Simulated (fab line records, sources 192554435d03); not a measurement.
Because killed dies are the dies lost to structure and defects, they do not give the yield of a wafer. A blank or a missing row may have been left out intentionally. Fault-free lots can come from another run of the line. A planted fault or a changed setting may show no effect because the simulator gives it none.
Comparing a struck lot with a sound one / flow n5 finfet / 23 steps out of a route of 1938
Sound: these wafers, L267.2, L267.3, L267.6. Struck: wafers L257.3, L257.4, L257.5. The cause is named last.
For every step that has rows: the tool of each side, followed by ch and its chambers, followed by its first start. Under that, the readings that differ: sound wafers / struck wafers / difference of the means / sigmas: that difference in standard deviations of wafers without a fault.
alike: words and numbers the same on both sides, and readings whose means are apart by under 2 such deviations; not compared: readings that were withheld, readings missing a value for some wafer, numbers with overlapping values and no deviation given by the record, and bounds like >300 which may hide the same value.
The two part at a step that has a row with sigmas, a row that says differs or no value, or rows on one side only. When numbers do not overlap yet have no deviation, they are printed without sigmas and do not part them. Lack of a reading on every wafer of one side parts them only where that side has two or more wafers.

first, 9 steps without rows for these wafers: N5_DUMMY_GATE_EXPOSE_12 (exposes mask GATE, target cd 25 nm); N5_DUMMY_GATE_PEB_13 (peb time 60 s); N5_DUMMY_GATE_DEVELOP_14 (develop time 30 s); N5_DUMMY_GATE_DESCUM_20 (chemistry O2, time 6.2 s); N5_DUMMY_GATE_ETCH_29 (etches underlayer in N2/H2, target depth 13 nm); N5_DUMMY_GATE_ETCH_36 (etches SiARC in CF4, target depth 13 nm); N5_DUMMY_GATE_ETCH_37 (etches SOC in N2/H2, target depth 60 nm, overetch 30 nm); N5_DUMMY_GATE_STRIP_38 (strips in N2/H2); N5_DUMMY_GATE_STRIP_39 (strips in N2/H2).
N5_DUMMY_GATE_TRIM_49: chemistry O2, time 29 s, target cd 14 nm.
  sound on rie si-01 ch 2,3, day 7 14:05; struck on rie si-04 ch 0,1,2, day 5 00:42
reading=oes product au (a.u.); sound=1.003 0.968 1.002; struck=0.745 0.727 0.725; difference=-0.259; sigmas=-12
reading=model.DUMMY_GATE.cd nm (nm); sound=14.2 13.6 14.2; struck=17.4 17.4 17.2; difference=+3.3; sigmas=
  alike: drypump motor current A, rf fwd power W, throttle valve pct
  not compared: rf hours counter h
then, 1 step without rows for these wafers: N5_DUMMY_GATE_STRIP_40 (strips in CF4).
N5_DUMMY_GATE_CD_MEAS_50: target cd 14 nm.
  sound on cd sem-03, day 7 14:20; struck on cd sem-02, day 5 00:51
reading=cd nm (nm); sound=14.0 13.6 13.9; struck=17.1 17.2 17.4; difference=+3.4; sigmas=+9
then, 6 steps without rows for these wafers: N5_DUMMY_GATE_ETCH_31 (etches SiO2 in C4F6/O2, target depth 82.5 nm, time 27.5 s); N5_DUMMY_GATE_STRIP_41 (strips in O2); N5_DUMMY_GATE_HM_OPEN_21 (chemistry CH3F/O2, target SiNx, target depth 120 nm, time 171.4 s); N5_DUMMY_GATE_ETCH_32 (etches SiO2 in CF4, target depth 3.5 nm, time 3.9 s); N5_DUMMY_GATE_ETCH_23 (etches poly-Si in HBr/Cl2/O2, target depth 41 nm, time 22.3 s); N5_DUMMY_GATE_ETCH_44 (etches poly-Si in HBr/O2, stops on SiO2, target depth 127.5 nm).
N5_DUMMY_GATE_CD_MEAS_24: target cd 15 nm.
  sound on cd sem-01, day 7 14:56; struck on cd sem-02, day 5 01:22
reading=cd nm (nm); sound=15.5 14.4 15.6; struck=18.6 18.6 18.3; difference=+3.3; sigmas=+7
N5_DUMMY_GATE_ETCH_42: etches SiO2 in CHF3/O2, target depth 3.5 nm, time 31 s.
  sound on rie diel-04 ch 0,1,2, day 7 14:59; struck on rie diel-02 ch 0,1,2, day 5 01:35
reading=model.DUMMY_GATE.cd nm (nm); sound=15.6 14.4 15.6; struck=18.4 18.4 18.4; difference=+3.2; sigmas=
  alike: drypump motor current A, oes product au, rf fwd power W, rf vpp V, showerhead plenum p Torr, throttle valve pct
  not compared: rf hours counter h
then, 1 step without rows for these wafers: N5_DUMMY_GATE_STRIP_48 (strips in N2/H2, time 20 s).
N5_BEOL_M4_RC_MEAS_101:
  the record has rows for the sound wafers here (prober-02 ch 0, day 12 16:23) and none for the struck ones
-- the record jumps here: 10 days lie between the struck wafers' starts before and after (it left off in module BEOL_M4 and takes up again in module PASSIVATION, whose first step shown is number 1936 of the route) --
N5_PASSIVATION_PROBE_49:
  sound on prober-01, day 17 00:49; struck on prober-01, day 14 14:22
reading=killed at front end; sound=15 39 37; struck=1055 1070 979; difference=+1004; sigmas=+84
reading=killed dies; sound=87 111 78; struck=1130 1132 1081; difference=+1022; sigmas=+57
reading=killed on rim; sound=11 23 9; struck=131 142 134; difference=+121; sigmas=+27
  alike: killed_at_M0_to_M3, killed_at_M4_up, killed at contacts, killed at other, killed open, killed short

== WHERE THEY PART ==
Last at N5_PASSIVATION_PROBE_49 as far as this record goes, first at N5_DUMMY_GATE_TRIM_49.

WHY: what the simulator had put in
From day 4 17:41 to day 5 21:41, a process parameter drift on rie si-04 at N5_DUMMY_GATE_TRIM_49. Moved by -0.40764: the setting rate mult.
